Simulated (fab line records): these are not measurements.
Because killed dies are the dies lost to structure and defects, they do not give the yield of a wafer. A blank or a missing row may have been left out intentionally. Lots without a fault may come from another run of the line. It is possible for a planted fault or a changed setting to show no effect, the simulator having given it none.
Split-lot study    flow n5_finfet    on a route of 1938 steps: 7 lots, 21 wafers read

## THE SPLIT
At N5_DUMMY_GATE_ETCH_31 (etches SiO2 in C4F6/O2, target depth 82.5 nm, time 27.5 s), the setting target_depth_a was moved away from the recipe's 825 angstrom on 10 of the 21 wafers read, by -11.8% to +11.1%. This setting was run at the recipe's value on the other wafers.

Reading taken at the split's own step.

## THE READING
SOC_of_DUMMY_GATE_COAT_34.thk_nm (the simulator's own value, which no gauge read), in nm, at N5_DUMMY_GATE_ETCH_31 (etches SiO2 in C4F6/O2, target depth 82.5 nm, time 27.5 s). No usual value for it is given in the file. Here, 11 wafers ran the recipe; their average is 51.8 nm with a standard deviation of 0.33 nm.

wafer   tool, chamber at the split  target_depth_a as run, angstrom  against the recipe  SOC_of_DUMMY_GATE_COAT_34.thk_nm, nm  against lot-mates on the recipe
L075.3  rie_diel-05, 2              825                              recipe              51.4                                  -
L075.4  rie_diel-05, 0              825                              recipe              51.4                                  -
L075.5  rie_diel-05, 2              757.8                            -8.1%               52.2                                  +0.8
L077.2  rie_diel-05, 3              727.6                            -11.8%              53.2                                  +1.0
L077.3  rie_diel-05, 1              727.6                            -11.8%              53                                    +0.8
L077.4  rie_diel-05, 3              825                              recipe              52.2                                  -
L080.1  rie_diel-06, 2              825                              recipe              52.2                                  -
L080.3  rie_diel-06, 0              825                              recipe              51.6                                  -
L080.5  rie_diel-06, 2              825                              recipe              52                                    -
L081.2  rie_diel-06, 2              773.7                            -6.2%               53                                    +0.6
L081.5  rie_diel-06, 2              825                              recipe              52.4                                  -
L081.6  rie_diel-06, 0              773.7                            -6.2%               52.6                                  +0.2
L085.2  rie_diel-01, 1              862.8                            +4.6%               51.6                                  -0.3
L085.4  rie_diel-01, 3              825                              recipe              52                                    -
L085.6  rie_diel-01, 0              825                              recipe              51.8                                  -
L088.1  rie_diel-01, 0              916.8                            +11.1%              51.4                                  no lot-mate on the recipe
L088.5  rie_diel-01, 3              916.8                            +11.1%              51.4                                  no lot-mate on the recipe
L088.6  rie_diel-01, 2              916.8                            +11.1%              51.4                                  no lot-mate on the recipe
L095.1  rie_diel-06, 3              825                              recipe              51.6                                  -
L095.3  rie_diel-06, 1              774.5                            -6.1%               52.2                                  +0.6
L095.6  rie_diel-06, 0              825                              recipe              51.6                                  -

FIT RESULTS
A straight line over all 21 wafers: SOC_of_DUMMY_GATE_COAT_34.thk_nm changes by -0.0716 nm for each +1% of target_depth_a; r = -0.81; the points scatter about the line by 0.35 nm.
The same after taking each lot's own level away (the mean of its wafers on the recipe; 18 wafers): -0.0778 nm for each +1%; r = -0.93; scatter 0.15 nm.
That fit puts the effect of the largest move of target_depth_a on the reading at 0.92 nm.
The span of the lots' own levels, 51.40 to 52.40 nm, comes to 3.0 times the standard deviation stated above.
So the lot-to-lot level changes the slope little: the two slopes agree.
Check: +0.897 nm against its lot-mates is what the line predicts for one of the wafers moved furthest among these (-11.8%) when that wafer is left out of the fit. Against them it came out at +1 nm.

## THE OTHER SPLITS THESE WAFERS WENT THROUGH
Before the reading, these wafers also passed through other splits. Each is held against what the fit with the lots' levels taken away leaves over:
other split on the same wafers            wafers away from the commonest value  r with SOC_of_DUMMY_GATE_COAT_34.thk_nm (lot level and that fit taken away)
N5_ZERO_LAYER_PECVD_02 time_s             6                                     -0.01
N5_PMOS_HMC_CHANNEL_EPI_COAT_31 spin_rpm  6                                     -0.11
N5_PMOS_HMC_CHANNEL_EPI_COAT_03 spin_rpm  6                                     -0.24
N5_FIN_SAQP_HM_DEP_03 time_s              5                                     +0.10
N5_FIN_SAQP_EXPOSE_13 dose_mj             9                                     +0.22
N5_FIN_SAQP_COAT_68 spin_rpm              11                                    -0.17
N5_FIN_SAQP_ETCH_69 target_depth_a        6                                     -0.06
N5_DUMMY_GATE_ETCH_37 source_w            8                                     -0.04

## THE WHOLE CHAIN: every reading that the file lists as answering this split, in the file's order
step                   what it does                                               reading                                                                            change (the file's fit)                 r (the file's)
N5_DUMMY_GATE_ETCH_31  etches SiO2 in C4F6/O2, target depth 82.5 nm, time 27.5 s  etch.depth_nm (the simulator's own value, which no gauge read)                     +0.793 nm for each +1% of the setting   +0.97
N5_DUMMY_GATE_ETCH_31  etches SiO2 in C4F6/O2, target depth 82.5 nm, time 27.5 s  SOC_of_DUMMY_GATE_COAT_34.thk_nm (the simulator's own value, which no gauge read)  -0.0815 nm for each +1% of the setting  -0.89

## THE FILE'S OWN FIT
SOC_of_DUMMY_GATE_COAT_34.thk_nm changes by -0.0815 nm for each +1% of target_depth_a, r = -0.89.
